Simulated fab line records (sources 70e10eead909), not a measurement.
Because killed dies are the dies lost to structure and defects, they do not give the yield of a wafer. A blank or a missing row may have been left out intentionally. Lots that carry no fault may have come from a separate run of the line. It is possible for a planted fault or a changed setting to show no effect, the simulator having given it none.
fab line records / flow nand-harc
[record] lots = 13 wafers = 39 last-day = 33
route steps=1302 shown A_CONTACT@1067 A_BONDPAD@1231 THIN_TSV@1264 END@1302
lots with no fault: from the same line, run without faults
start-h: hours from the record's first day to the start of the lot's first wafer shown / wait-h: hours elapsed since this lot's preceding step / " unchanged from the row above / L1.1+2: one row covering several wafers at once / - value missing, or start not given / * or withheld: withheld / < > ~ a bound
route shown NAME@n: NAME is a module with steps in the file, n the number in the route of the first one / usual: mean/standard deviation of fault-free wafers / same: alike in all rows / chamber/n: place in a boat / sites: per-site readings / _std_site: the standard deviation of these / _edge_site: outer sites' mean less inner sites' / radius-mm: for every site, how far away it sits from the centre of the wafer / mask NAME#n: copy n / behind: the most recent tool/chamber to have shaped the wafer / hold: the reason the lot was held/the length of the hold in hours/how it ended / device: the transistor (n, p or np) that didn't switch / end of line: the tests these same wafers got at the end of their route / where a step has no rows: the recipe by itself / killed: not the wafer's yield, but the dies lost to structure and defects at the first sort / map: shows each die of a wafer: x if killed, . if not, _ if none is there
set.NAME: the setting the step ran with; set.NAME@STEP: the setting that earlier step ran with / model.NAME: the simulator's own value behind a step, which no gauge read
one table for each step of the route and one row for each wafer, over a sample of lots
services: when a tool's chamber went out of use (start-h, in hours from the record's first day, below 0 if earlier), for how many hours, and the reason
[[steps]]
[step NHARC_A_CONTACT_DEP_85]
[recipe] target-thk-a = 600 target-thk-nm = 60 temp-c = 400 pressure-torr = 3.5 flow-sccm = 200 rf-w = 350 material = SiON
[usual] chamber-pressure-Torr = 3.499/0.0077 heater-power-w = 766/100
lot.wafer=L434.2 tool=pecvd-02 chamber=2 start-h=526.99 wait-h=1.2 chamber-pressure-Torr=3.503 heater-power-w=623
lot.wafer=L434.1 tool=pecvd-02 chamber=0 start-h=526.99 wait-h=1.2 chamber-pressure-Torr=3.509 heater-power-w=639
lot.wafer=L434.5 tool=pecvd-02 chamber=0 start-h=526.99 wait-h=1.2 chamber-pressure-Torr=3.505 heater-power-w=658
lot.wafer=L435.2 tool=pecvd-03 chamber=2 start-h=527.03 wait-h=1.2 chamber-pressure-Torr=3.493 heater-power-w=755
lot.wafer=L435.3 tool=pecvd-03 chamber=0 start-h=527.03 wait-h=1.2 chamber-pressure-Torr=3.493 heater-power-w=840
lot.wafer=L435.5 tool=pecvd-03 chamber=2 start-h=527.03 wait-h=1.2 chamber-pressure-Torr=3.490 heater-power-w=766
lot.wafer=L437.3 tool=pecvd-03 chamber=1 start-h=539.80 wait-h=0.9 chamber-pressure-Torr=3.505 heater-power-w=553
lot.wafer=L437.4 tool=pecvd-03 chamber=1 start-h=539.80 wait-h=0.9 chamber-pressure-Torr=3.491 heater-power-w=552
lot.wafer=L437.5 tool=pecvd-03 chamber=2 start-h=539.80 wait-h=0.9 chamber-pressure-Torr=3.513 heater-power-w=771
lot.wafer=L438.2 tool=pecvd-03 chamber=2 start-h=573.80 wait-h=1.2 chamber-pressure-Torr=3.486 heater-power-w=829
lot.wafer=L438.3 tool=pecvd-03 chamber=1 start-h=573.80 wait-h=1.2 chamber-pressure-Torr=3.491 heater-power-w=652
lot.wafer=L438.5 tool=pecvd-03 chamber=2 start-h=573.80 wait-h=1.2 chamber-pressure-Torr=3.491 heater-power-w=836
lot.wafer=L439.1 tool=pecvd-02 chamber=2 start-h=581.07 wait-h=1.4 chamber-pressure-Torr=3.497 heater-power-w=739
lot.wafer=L439.6 tool=pecvd-02 chamber=2 start-h=581.07 wait-h=1.4 chamber-pressure-Torr=3.499 heater-power-w=722
lot.wafer=L439.4 tool=pecvd-02 chamber=0 start-h=581.07 wait-h=1.4 chamber-pressure-Torr=3.507 heater-power-w=740
lot.wafer=L441.1 tool=pecvd-03 chamber=2 start-h=585.12 wait-h=1.4 chamber-pressure-Torr=3.493 heater-power-w=818
lot.wafer=L441.2 tool=pecvd-03 chamber=0 start-h=585.12 wait-h=1.4 chamber-pressure-Torr=3.491 heater-power-w=908
lot.wafer=L441.3 tool=pecvd-03 chamber=1 start-h=585.12 wait-h=1.4 chamber-pressure-Torr=3.512 heater-power-w=614
lot.wafer=L445.3 tool=pecvd-01 chamber=0 start-h=618.44 wait-h=0.9 chamber-pressure-Torr=3.498 heater-power-w=800
lot.wafer=L445.1 tool=pecvd-01 chamber=1 start-h=618.44 wait-h=0.9 chamber-pressure-Torr=3.512 heater-power-w=766
lot.wafer=L445.6 tool=pecvd-01 chamber=1 start-h=618.44 wait-h=0.9 chamber-pressure-Torr=3.499 heater-power-w=787
lot.wafer=L447.6 tool=pecvd-02 chamber=2 start-h=630.38 wait-h=0.1 chamber-pressure-Torr=3.519 heater-power-w=774
lot.wafer=L447.5 tool=pecvd-02 chamber=0 start-h=630.38 wait-h=0.1 chamber-pressure-Torr=3.504 heater-power-w=755
lot.wafer=L447.4 tool=pecvd-02 chamber=1 start-h=630.38 wait-h=0.1 chamber-pressure-Torr=3.497 heater-power-w=976
lot.wafer=L448.2 tool=pecvd-02 chamber=2 start-h=663.10 wait-h=1.2 chamber-pressure-Torr=3.499 heater-power-w=720
lot.wafer=L448.6 tool=pecvd-02 chamber=1 start-h=663.10 wait-h=1.2 chamber-pressure-Torr=3.504 heater-power-w=893
lot.wafer=L448.5 tool=pecvd-02 chamber=0 start-h=663.10 wait-h=1.2 chamber-pressure-Torr=3.510 heater-power-w=742
lot.wafer=L452.1 tool=pecvd-01 chamber=1 start-h=704.20 wait-h=1.4 chamber-pressure-Torr=3.498 heater-power-w=765
lot.wafer=L452.6 tool=pecvd-01 chamber=1 start-h=704.20 wait-h=1.4 chamber-pressure-Torr=3.497 heater-power-w=774
lot.wafer=L452.5 tool=pecvd-01 chamber=0 start-h=704.20 wait-h=1.4 chamber-pressure-Torr=3.499 heater-power-w=757
lot.wafer=L451.2 tool=pecvd-01 chamber=0 start-h=707.98 wait-h=1.2 chamber-pressure-Torr=3.501 heater-power-w=795
lot.wafer=L451.4 tool=pecvd-01 chamber=0 start-h=707.98 wait-h=1.2 chamber-pressure-Torr=3.496 heater-power-w=806
lot.wafer=L451.5 tool=pecvd-01 chamber=1 start-h=707.98 wait-h=1.2 chamber-pressure-Torr=3.504 heater-power-w=738
lot.wafer=L457.1 tool=pecvd-01 chamber=2 start-h=732.14 wait-h=1.5 chamber-pressure-Torr=3.501 heater-power-w=860
lot.wafer=L457.3 tool=pecvd-01 chamber=0 start-h=732.14 wait-h=1.5 chamber-pressure-Torr=3.500 heater-power-w=706
lot.wafer=L457.6 tool=pecvd-01 chamber=0 start-h=732.14 wait-h=1.5 chamber-pressure-Torr=3.497 heater-power-w=722
lot.wafer=L456.3 tool=pecvd-02 chamber=1 start-h=735.70 wait-h=1.0 chamber-pressure-Torr=3.509 heater-power-w=916
lot.wafer=L456.6 tool=pecvd-02 chamber=0 start-h=735.70 wait-h=1.0 chamber-pressure-Torr=3.503 heater-power-w=817
lot.wafer=L456.5 tool=pecvd-02 chamber=1 start-h=735.70 wait-h=1.0 chamber-pressure-Torr=3.492 heater-power-w=930
[step NHARC_A_BONDPAD_CMP_19]
[recipe] t-overpolish-s = 30 cu-recess-touch-s = 16 target-thk-nm = 169.82
[usual] motor-current-A = 12.5/1.1 overpolish-run-s = 30.001/0.0094
lot.wafer=L434.2 tool=cmp-04 chamber=0 start-h=549.43 wait-h=- motor-current-A=10.3 overpolish-run-s=30.010
lot.wafer=L434.1 tool=cmp-04 chamber=1 start-h=549.43 wait-h=- motor-current-A=12.3 overpolish-run-s=30.001
lot.wafer=L434.5 tool=cmp-04 chamber=0 start-h=549.43 wait-h=- motor-current-A=11.1 overpolish-run-s=30.004
lot.wafer=L435.3 tool=cmp-01 chamber=0 start-h=550.24 wait-h=- motor-current-A=11.4 overpolish-run-s=30.002
lot.wafer=L435.2 tool=cmp-01 chamber=3 start-h=550.24 wait-h=- motor-current-A=14.1 overpolish-run-s=29.994
lot.wafer=L435.5 tool=cmp-01 chamber=0 start-h=550.24 wait-h=- motor-current-A=11.2 overpolish-run-s=29.996
lot.wafer=L437.3 tool=cmp-02 chamber=3 start-h=561.82 wait-h=- motor-current-A=12.0 overpolish-run-s=29.981
lot.wafer=L437.4 tool=cmp-02 chamber=2 start-h=561.82 wait-h=- motor-current-A=12.7 overpolish-run-s=30.012
lot.wafer=L437.5 tool=cmp-02 chamber=0 start-h=561.82 wait-h=- motor-current-A=13.4 overpolish-run-s=30.010
lot.wafer=L438.3 tool=cmp-01 chamber=3 start-h=595.88 wait-h=- motor-current-A=13.5 overpolish-run-s=30.016
lot.wafer=L438.2 tool=cmp-01 chamber=1 start-h=595.88 wait-h=- motor-current-A=12.2 overpolish-run-s=29.993
lot.wafer=L438.5 tool=cmp-01 chamber=3 start-h=595.88 wait-h=- motor-current-A=13.2 overpolish-run-s=29.997
lot.wafer=L439.4 tool=cmp-02 chamber=1 start-h=603.64 wait-h=- motor-current-A=12.8 overpolish-run-s=30.014
lot.wafer=L439.1 tool=cmp-02 chamber=2 start-h=603.64 wait-h=- motor-current-A=13.9 overpolish-run-s=30.001
lot.wafer=L439.6 tool=cmp-02 chamber=2 start-h=603.64 wait-h=- motor-current-A=12.9 overpolish-run-s=30.015
lot.wafer=L441.3 tool=cmp-04 chamber=0 start-h=607.79 wait-h=- motor-current-A=10.4 overpolish-run-s=29.998
lot.wafer=L441.2 tool=cmp-04 chamber=1 start-h=607.79 wait-h=- motor-current-A=12.0 overpolish-run-s=29.989
lot.wafer=L441.1 tool=cmp-04 chamber=2 start-h=607.79 wait-h=- motor-current-A=14.2 overpolish-run-s=30.008
lot.wafer=L445.3 tool=cmp-04 chamber=1 start-h=641.82 wait-h=- motor-current-A=11.9 overpolish-run-s=30.010
lot.wafer=L445.1 tool=cmp-04 chamber=0 start-h=641.82 wait-h=- motor-current-A=10.9 overpolish-run-s=29.998
lot.wafer=L445.6 tool=cmp-04 chamber=1 start-h=641.82 wait-h=- motor-current-A=12.2 overpolish-run-s=29.996
lot.wafer=L447.4 tool=cmp-04 chamber=0 start-h=653.19 wait-h=- motor-current-A=10.1 overpolish-run-s=30.015
lot.wafer=L447.5 tool=cmp-04 chamber=0 start-h=653.19 wait-h=- motor-current-A=10.4 overpolish-run-s=29.998
lot.wafer=L447.6 tool=cmp-04 chamber=1 start-h=653.19 wait-h=- motor-current-A=11.9 overpolish-run-s=30.009
lot.wafer=L448.2 tool=cmp-01 chamber=1 start-h=685.75 wait-h=- motor-current-A=12.3 overpolish-run-s=30.008
lot.wafer=L448.6 tool=cmp-01 chamber=2 start-h=685.75 wait-h=- motor-current-A=13.3 overpolish-run-s=30.008
lot.wafer=L448.5 tool=cmp-01 chamber=3 start-h=685.75 wait-h=- motor-current-A=13.2 overpolish-run-s=29.995
lot.wafer=L452.1 tool=cmp-04 chamber=2 start-h=727.10 wait-h=- motor-current-A=14.2 overpolish-run-s=29.990
lot.wafer=L452.6 tool=cmp-04 chamber=2 start-h=727.10 wait-h=- motor-current-A=14.3 overpolish-run-s=30.002
lot.wafer=L452.5 tool=cmp-04 chamber=3 start-h=727.10 wait-h=- motor-current-A=12.7 overpolish-run-s=30.008
lot.wafer=L451.4 tool=cmp-04 chamber=3 start-h=729.83 wait-h=- motor-current-A=12.8 overpolish-run-s=29.997
lot.wafer=L451.2 tool=cmp-04 chamber=0 start-h=729.83 wait-h=- motor-current-A=10.2 overpolish-run-s=29.978
lot.wafer=L451.5 tool=cmp-04 chamber=2 start-h=729.83 wait-h=- motor-current-A=13.3 overpolish-run-s=29.987
lot.wafer=L457.1 tool=cmp-01 chamber=0 start-h=754.29 wait-h=- motor-current-A=10.9 overpolish-run-s=30.003
lot.wafer=L457.3 tool=cmp-01 chamber=1 start-h=754.29 wait-h=- motor-current-A=12.9 overpolish-run-s=30.010
lot.wafer=L457.6 tool=cmp-01 chamber=2 start-h=754.29 wait-h=- motor-current-A=13.7 overpolish-run-s=30.004
lot.wafer=L456.3 tool=cmp-01 chamber=0 start-h=757.84 wait-h=- motor-current-A=11.1 overpolish-run-s=30.008
lot.wafer=L456.5 tool=cmp-01 chamber=2 start-h=757.84 wait-h=- motor-current-A=13.0 overpolish-run-s=30.010
lot.wafer=L456.6 tool=cmp-01 chamber=3 start-h=757.84 wait-h=- motor-current-A=14.0 overpolish-run-s=30.008
[step NHARC_THIN_TSV_CD_MEAS_16]
[usual] cd-nm = 999.2/1.9
lot.wafer=L435.2 tool=cd-sem-01 chamber=- start-h=563.29 wait-h=0.1 cd-nm=1001.4
lot.wafer=L435.3 tool=cd-sem-01 chamber=- start-h=563.29 wait-h=0.1 cd-nm=1002.0
lot.wafer=L435.5 tool=cd-sem-01 chamber=- start-h=563.29 wait-h=0.1 cd-nm=998.6
lot.wafer=L434.1 tool=cd-sem-02 chamber=- start-h=564.40 wait-h=0.1 cd-nm=999.9
lot.wafer=L434.2 tool=cd-sem-02 chamber=- start-h=564.40 wait-h=0.1 cd-nm=998.0
lot.wafer=L434.5 tool=cd-sem-02 chamber=- start-h=564.40 wait-h=0.1 cd-nm=999.8
lot.wafer=L437.3 tool=cd-sem-01 chamber=- start-h=576.42 wait-h=0.1 cd-nm=997.5
lot.wafer=L437.4 tool=cd-sem-01 chamber=- start-h=576.42 wait-h=0.1 cd-nm=1000.0
lot.wafer=L437.5 tool=cd-sem-01 chamber=- start-h=576.42 wait-h=0.1 cd-nm=1002.2
lot.wafer=L438.2 tool=cd-sem-03 chamber=- start-h=609.61 wait-h=0.1 cd-nm=996.9
lot.wafer=L438.3 tool=cd-sem-03 chamber=- start-h=609.61 wait-h=0.1 cd-nm=997.4
lot.wafer=L438.5 tool=cd-sem-03 chamber=- start-h=609.61 wait-h=0.1 cd-nm=999.3
lot.wafer=L439.1 tool=cd-sem-03 chamber=- start-h=618.67 wait-h=0.1 cd-nm=998.1
lot.wafer=L439.4 tool=cd-sem-03 chamber=- start-h=618.67 wait-h=0.1 cd-nm=997.0
lot.wafer=L439.6 tool=cd-sem-03 chamber=- start-h=618.67 wait-h=0.1 cd-nm=995.3
lot.wafer=L441.1 tool=cd-sem-02 chamber=- start-h=619.87 wait-h=0.1 cd-nm=1003.5
lot.wafer=L441.2 tool=cd-sem-02 chamber=- start-h=619.87 wait-h=0.1 cd-nm=1001.0
lot.wafer=L441.3 tool=cd-sem-02 chamber=- start-h=619.87 wait-h=0.1 cd-nm=1001.1
lot.wafer=L445.1 tool=cd-sem-01 chamber=- start-h=656.67 wait-h=0.1 cd-nm=1000.5
lot.wafer=L445.3 tool=cd-sem-01 chamber=- start-h=656.67 wait-h=0.1 cd-nm=1001.6
lot.wafer=L445.6 tool=cd-sem-01 chamber=- start-h=656.67 wait-h=0.1 cd-nm=1003.2
lot.wafer=L447.4 tool=cd-sem-01 chamber=- start-h=684.42 wait-h=0.1 cd-nm=998.9
lot.wafer=L447.5 tool=cd-sem-01 chamber=- start-h=684.42 wait-h=0.1 cd-nm=997.5
lot.wafer=L447.6 tool=cd-sem-01 chamber=- start-h=684.42 wait-h=0.1 cd-nm=998.7
lot.wafer=L448.2 tool=cd-sem-01 chamber=- start-h=703.47 wait-h=0.1 cd-nm=1000.7
lot.wafer=L448.5 tool=cd-sem-01 chamber=- start-h=703.47 wait-h=0.1 cd-nm=998.9
lot.wafer=L448.6 tool=cd-sem-01 chamber=- start-h=703.47 wait-h=0.1 cd-nm=1001.6
lot.wafer=L452.1 tool=cd-sem-03 chamber=- start-h=747.65 wait-h=0.1 cd-nm=998.2
lot.wafer=L452.5 tool=cd-sem-03 chamber=- start-h=747.65 wait-h=0.1 cd-nm=1001.0
lot.wafer=L452.6 tool=cd-sem-03 chamber=- start-h=747.65 wait-h=0.1 cd-nm=998.9
lot.wafer=L451.2 tool=cd-sem-02 chamber=- start-h=748.85 wait-h=0.1 cd-nm=997.5
lot.wafer=L451.4 tool=cd-sem-02 chamber=- start-h=748.85 wait-h=0.1 cd-nm=999.0
lot.wafer=L451.5 tool=cd-sem-02 chamber=- start-h=748.85 wait-h=0.1 cd-nm=999.8
lot.wafer=L457.1 tool=cd-sem-03 chamber=- start-h=768.01 wait-h=0.1 cd-nm=997.9
lot.wafer=L457.3 tool=cd-sem-03 chamber=- start-h=768.01 wait-h=0.1 cd-nm=997.9
lot.wafer=L457.6 tool=cd-sem-03 chamber=- start-h=768.01 wait-h=0.1 cd-nm=1000.1
lot.wafer=L456.3 tool=cd-sem-03 chamber=- start-h=772.30 wait-h=0.1 cd-nm=1000.5
lot.wafer=L456.5 tool=cd-sem-03 chamber=- start-h=772.30 wait-h=0.1 cd-nm=1000.4
lot.wafer=L456.6 tool=cd-sem-03 chamber=- start-h=772.30 wait-h=0.1 cd-nm=998.7
[step NHARC_THIN_TSV_CD_MEAS_33]
[recipe] target-cd-nm = 5000 landing-energy-ev = 500
[usual] cd-nm = 4999.8/1.9
lot.wafer=L435.2 tool=cd-sem-03 chamber=0 start-h=568.22 wait-h=- cd-nm=5004.3
lot.wafer=L435.3 tool=cd-sem-03 chamber=0 start-h=568.22 wait-h=- cd-nm=4998.2
lot.wafer=L435.5 tool=cd-sem-03 chamber=0 start-h=568.22 wait-h=- cd-nm=5001.8
lot.wafer=L434.1 tool=cd-sem-02 chamber=0 start-h=569.41 wait-h=- cd-nm=4999.4
lot.wafer=L434.2 tool=cd-sem-02 chamber=0 start-h=569.41 wait-h=- cd-nm=5000.4
lot.wafer=L434.5 tool=cd-sem-02 chamber=0 start-h=569.41 wait-h=- cd-nm=4998.4
lot.wafer=L437.3 tool=cd-sem-01 chamber=0 start-h=581.35 wait-h=- cd-nm=4997.3
lot.wafer=L437.4 tool=cd-sem-01 chamber=0 start-h=581.35 wait-h=- cd-nm=4998.1
lot.wafer=L437.5 tool=cd-sem-01 chamber=0 start-h=581.35 wait-h=- cd-nm=4998.4
lot.wafer=L438.2 tool=cd-sem-01 chamber=0 start-h=614.43 wait-h=- cd-nm=4999.3
lot.wafer=L438.3 tool=cd-sem-01 chamber=0 start-h=614.43 wait-h=- cd-nm=4998.4
lot.wafer=L438.5 tool=cd-sem-01 chamber=0 start-h=614.43 wait-h=- cd-nm=4997.8
lot.wafer=L439.1 tool=cd-sem-01 chamber=0 start-h=623.94 wait-h=- cd-nm=5000.7
lot.wafer=L439.4 tool=cd-sem-01 chamber=0 start-h=623.94 wait-h=- cd-nm=4998.6
lot.wafer=L439.6 tool=cd-sem-01 chamber=0 start-h=623.94 wait-h=- cd-nm=4999.1
lot.wafer=L441.1 tool=cd-sem-01 chamber=0 start-h=625.13 wait-h=- cd-nm=4997.1
lot.wafer=L441.2 tool=cd-sem-01 chamber=0 start-h=625.13 wait-h=- cd-nm=4996.8
lot.wafer=L441.3 tool=cd-sem-01 chamber=0 start-h=625.13 wait-h=- cd-nm=4998.7
lot.wafer=L445.1 tool=cd-sem-03 chamber=0 start-h=661.62 wait-h=- cd-nm=5002.4
lot.wafer=L445.3 tool=cd-sem-03 chamber=0 start-h=661.62 wait-h=- cd-nm=5003.9
lot.wafer=L445.6 tool=cd-sem-03 chamber=0 start-h=661.62 wait-h=- cd-nm=5001.7
lot.wafer=L447.4 tool=cd-sem-02 chamber=0 start-h=689.40 wait-h=- cd-nm=4998.8
lot.wafer=L447.5 tool=cd-sem-02 chamber=0 start-h=689.40 wait-h=- cd-nm=4996.6
lot.wafer=L447.6 tool=cd-sem-02 chamber=0 start-h=689.40 wait-h=- cd-nm=4999.0
lot.wafer=L448.2 tool=cd-sem-03 chamber=0 start-h=708.48 wait-h=- cd-nm=5001.6
lot.wafer=L448.5 tool=cd-sem-03 chamber=0 start-h=708.48 wait-h=- cd-nm=5000.8
lot.wafer=L448.6 tool=cd-sem-03 chamber=0 start-h=708.48 wait-h=- cd-nm=5001.1
lot.wafer=L452.1 tool=cd-sem-02 chamber=0 start-h=752.56 wait-h=- cd-nm=5000.0
lot.wafer=L452.5 tool=cd-sem-02 chamber=0 start-h=752.56 wait-h=- cd-nm=4997.8
lot.wafer=L452.6 tool=cd-sem-02 chamber=0 start-h=752.56 wait-h=- cd-nm=5001.2
lot.wafer=L451.2 tool=cd-sem-02 chamber=0 start-h=753.80 wait-h=- cd-nm=5000.7
lot.wafer=L451.4 tool=cd-sem-02 chamber=0 start-h=753.80 wait-h=- cd-nm=5000.5
lot.wafer=L451.5 tool=cd-sem-02 chamber=0 start-h=753.80 wait-h=- cd-nm=5003.9
lot.wafer=L457.1 tool=cd-sem-03 chamber=0 start-h=772.98 wait-h=- cd-nm=5000.6
lot.wafer=L457.3 tool=cd-sem-03 chamber=0 start-h=772.98 wait-h=- cd-nm=5003.2
lot.wafer=L457.6 tool=cd-sem-03 chamber=0 start-h=772.98 wait-h=- cd-nm=5003.1
lot.wafer=L456.3 tool=cd-sem-01 chamber=0 start-h=777.32 wait-h=- cd-nm=5000.2
lot.wafer=L456.5 tool=cd-sem-01 chamber=0 start-h=777.32 wait-h=- cd-nm=4999.7
lot.wafer=L456.6 tool=cd-sem-01 chamber=0 start-h=777.32 wait-h=- cd-nm=4996.9
[step NHARC_END_SORT_01]
[recipe] temp-c = 25
[usual] killed-at-array = 53/19 killed-at-other = 0.8/1.2 killed-at-periphery = 3.7/2.3 killed-dies = 57/19 killed-open = 3.2/1.7 killed-short = 2.6/1.8
[same] gross-dies = 677
lot.wafer=L441.1 tool=prober-01 chamber=0 start-h=632.97 wait-h=2.5 killed-at-array=150 killed-at-other=2 killed-at-periphery=1 killed-dies=153 killed-open=2 killed-short=1
lot.wafer=L441.2 tool=prober-01 chamber=0 start-h=633.78 wait-h=2.8 killed-at-array=139 killed-at-other=0 killed-at-periphery=1 killed-dies=140 killed-open=4 killed-short=2
lot.wafer=L441.3 tool=prober-01 chamber=0 start-h=634.59 wait-h=3.1 killed-at-array=100 killed-at-other=0 killed-at-periphery=3 killed-dies=103 killed-open=6 killed-short=3
// killed by level:class
L441.1 A_CONTACT:unspecified=84 A_SLIT:chamber-film-flake=24 A_CHANNEL_HOLE_D2:chamber-film-flake=12 A_CHANNEL_HOLE_D1:chamber-film-flake=10 A_BLC:chamber-film-flake=5 A_STAIRCASE:chamber-film-flake=3 A_CONTACT:chamber-film-flake=3 A_BONDPAD:chamber-film-flake=3
L441.2 A_CONTACT:unspecified=69 A_SLIT:chamber-film-flake=23 A_CHANNEL_HOLE_D2:chamber-film-flake=17 A_CHANNEL_HOLE_D1:chamber-film-flake=16 A_STAIRCASE:chamber-film-flake=4 A_CHANNEL_HOLE_D1:geometric-particle:open=2 A_CHANNEL_HOLE_D1:geometric-particle:short=2 A_DECK1_JOINT:chamber-film-flake=2
L441.3 A_CONTACT:unspecified=38 A_SLIT:chamber-film-flake=20 A_CHANNEL_HOLE_D1:chamber-film-flake=13 A_CHANNEL_HOLE_D2:chamber-film-flake=8 A_STAIRCASE:chamber-film-flake=4 A_SOURCE_PLATE:geometric-particle:open=2 A_CHANNEL_FILL_D1:geometric-particle:open=2 A_ZERO_WELL:chamber-film-flake=2
[[services]]
tool=cmp-04 chamber=- start-h=503.04 hours=4.0 kind=pm
tool=pecvd-01 chamber=- start-h=509.13 hours=1.8 kind=repair
tool=cmp-04 chamber=- start-h=516.18 hours=3.5 kind=repair
tool=cmp-02 chamber=- start-h=526.64 hours=4.0 kind=pm
tool=pecvd-03 chamber=- start-h=547.06 hours=13.0 kind=pm
tool=pecvd-01 chamber=- start-h=553.19 hours=1.6 kind=repair
tool=pecvd-01 chamber=2 start-h=570.42 hours=13.7 kind=repair
tool=pecvd-01 chamber=- start-h=574.51 hours=2.9 kind=repair
tool=cmp-01 chamber=- start-h=577.68 hours=4.0 kind=pm
tool=pecvd-02 chamber=- start-h=589.18 hours=13.0 kind=pm
tool=cmp-04 chamber=- start-h=601.04 hours=4.0 kind=pm
tool=cmp-04 chamber=- start-h=608.76 hours=1.6 kind=repair
tool=pecvd-01 chamber=- start-h=621.71 hours=1.0 kind=repair
tool=pecvd-03 chamber=0 start-h=666.12 hours=6.9 kind=repair
tool=cmp-01 chamber=- start-h=672.33 hours=1.6 kind=repair
tool=pecvd-01 chamber=- start-h=673.18 hours=13.0 kind=pm
tool=cmp-01 chamber=- start-h=675.68 hours=4.0 kind=pm
tool=cmp-01 chamber=- start-h=691.85 hours=2.3 kind=repair
tool=cmp-04 chamber=- start-h=699.04 hours=4.0 kind=pm
tool=pecvd-01 chamber=- start-h=712.62 hours=0.6 kind=repair
tool=cmp-04 chamber=- start-h=720.21 hours=1.2 kind=repair
tool=pecvd-03 chamber=- start-h=728.06 hours=13.0 kind=pm
tool=pecvd-02 chamber=- start-h=732.99 hours=0.5 kind=repair
tool=cmp-04 chamber=- start-h=739.36 hours=5.9 kind=repair
[[key]]
[first-sign] step = NHARC_END_SORT_01 reading = killed-at-array direction = up sigmas = 4 usual = 53 struck = 130 wafers-moved = 2
[effect] step = NHARC_END_SORT_01 reading = killed-dies direction = up sigmas = 3.9 usual = 57 struck = 132 wafers-moved = 2
[more-kills-born-at] NHARC_A_CONTACT_DEP_85@pecvd-03 = 191
met-at NHARC_A_CONTACT_DEP_85
struck-lots L441
tester-left-out L441
not-acting-at NHARC_A_BONDPAD_CMP_19,NHARC_THIN_TSV_CD_MEAS_16,NHARC_THIN_TSV_CD_MEAS_33
onset-between 573.80 585.12
[earlier-fault] kind = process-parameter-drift tool = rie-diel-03 chamber = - onset-h = 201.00 steps = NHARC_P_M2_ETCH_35 channel = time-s offset = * shape = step acts-in = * stated = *
[fault] kind = chamber-particle-source tool = pecvd-03 chamber = - onset-h = 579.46 steps = NHARC_A_CONTACT_DEP_85 rate-per-visit-cm2 = 0.87642
// tester-left-out: of these lots the tester's yield and bins aren't shown, on N5 and GAA mostly nor the transistor test; their killed dies are dies lost to structure and defects alone, not to doping, threshold or leakage, so they don't give the yield
